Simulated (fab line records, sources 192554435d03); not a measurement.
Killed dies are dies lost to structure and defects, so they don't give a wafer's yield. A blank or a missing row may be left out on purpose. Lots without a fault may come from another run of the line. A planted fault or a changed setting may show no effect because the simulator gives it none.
Chamber matching | flow n5_finfet | N5_MOL_CONTACT_COAG_CMP_52 on cmp-03: 4 sister chambers
The step polishes, stops on SiO2, t overpolish 1.5 s, target thk 66.5 nm. 20 wafers are shown with their chamber, then 10 later ones without.

WAFERS WITH THEIR CHAMBER
wafer  | chamber | motor_current_A (A) | time_to_endpoint_s (s) | overpolish_run_s (s)
L076.1 | 2       | 14.9                | 13.1                   | 1.497
L076.3 | 0       | 12.2                | 7.5                    | 1.505
L076.6 | 0       | 13.0                | 10.0                   | 1.510
L078.2 | 3       | 12.7                | 13.5                   | 1.494
L078.3 | 1       | 10.0                | 10.2                   | 1.521
L078.5 | 0       | 13.9                | 7.6                    | 1.506
L079.1 | 1       | 10.0                | 11.4                   | 1.498
L079.5 | 3       | 12.0                | 14.1                   | 1.506
L079.6 | 0       | 14.0                | 7.8                    | 1.495
L080.1 | 1       | 9.9                 | 11.4                   | 1.504
L080.3 | 2       | 14.0                | 13.5                   | 1.511
L080.5 | 1       | 10.3                | 12.6                   | 1.492
L082.2 | 3       | 12.6                | 16.1                   | 1.481
L082.3 | 2       | 14.9                | 15.3                   | 1.499
L082.4 | 1       | 10.3                | 12.1                   | 1.475
L083.1 | 0       | 11.9                | 7.4                    | 1.496
L083.5 | 2       | 14.2                | 11.3                   | 1.498
L083.6 | 1       | 10.1                | 9.8                    | 1.499
L086.1 | 0       | 13.2                | 11.1                   | 1.473
L086.3 | 2       | 14.5                | 14.6                   | 1.503

SIGNATURES (means of the wafers above)
reading            | chamber 0 | chamber 1 | chamber 2 | chamber 3 | scatter within a chamber
motor_current_A    | 13.033    | 10.100    | 14.500    | 12.433    | 0.547
time_to_endpoint_s | 8.567     | 11.250    | 13.560    | 14.567    | 1.4
overpolish_run_s   | 1.49750   | 1.49817   | 1.50160   | 1.49367   | 0.0124
Rule: a wafer's distance from a chamber is the root of the sum, over the readings, of the square of ((its reading less the chamber's mean) divided by the reading's scatter). The wafer belongs to the nearest chamber; if the next one is less than 2 further off, it can't be placed. The scatter: the root of (the sum of the squares of (reading less its chamber's mean) over the shown wafers, divided by (wafers less chambers)).

WAFERS WITHOUT THEIR CHAMBER
wafer  | motor_current_A (A) | time_to_endpoint_s (s) | overpolish_run_s (s)
L086.6 | 14.8                | 12.5                   | 1.491
L087.2 | 13.3                | 8.3                    | 1.503
L087.5 | 14.2                | 14.3                   | 1.495
L087.6 | 10.0                | 8.4                    | 1.501
L093.3 | 12.6                | 15.1                   | 1.504
L093.5 | 12.7                | 15.8                   | 1.497
L093.6 | 13.8                | 16.3                   | 1.498
L096.4 | 12.0                | 18.0                   | 1.511
L096.5 | 10.3                | 14.7                   | 1.497
L096.6 | 14.7                | 16.0                   | 1.500

WHICH CHAMBER EACH WENT THROUGH
wafer  | from the rows above     | in truth
L086.6 | 2                       | 2
L087.2 | 0                       | 0
L087.5 | 2                       | 2
L087.6 | 1                       | 1
L093.3 | 3                       | 3
L093.5 | 3                       | 3
L093.6 | can't be placed: 2 or 3 | 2
L096.4 | 3                       | 3
L096.5 | can't be placed: 1 or 3 | 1
L096.6 | 2                       | 2
Placed correctly: 8 of 10. Can't be placed from these rows: 2 (the true chamber is among the candidates in 2). Placed wrongly: 0.
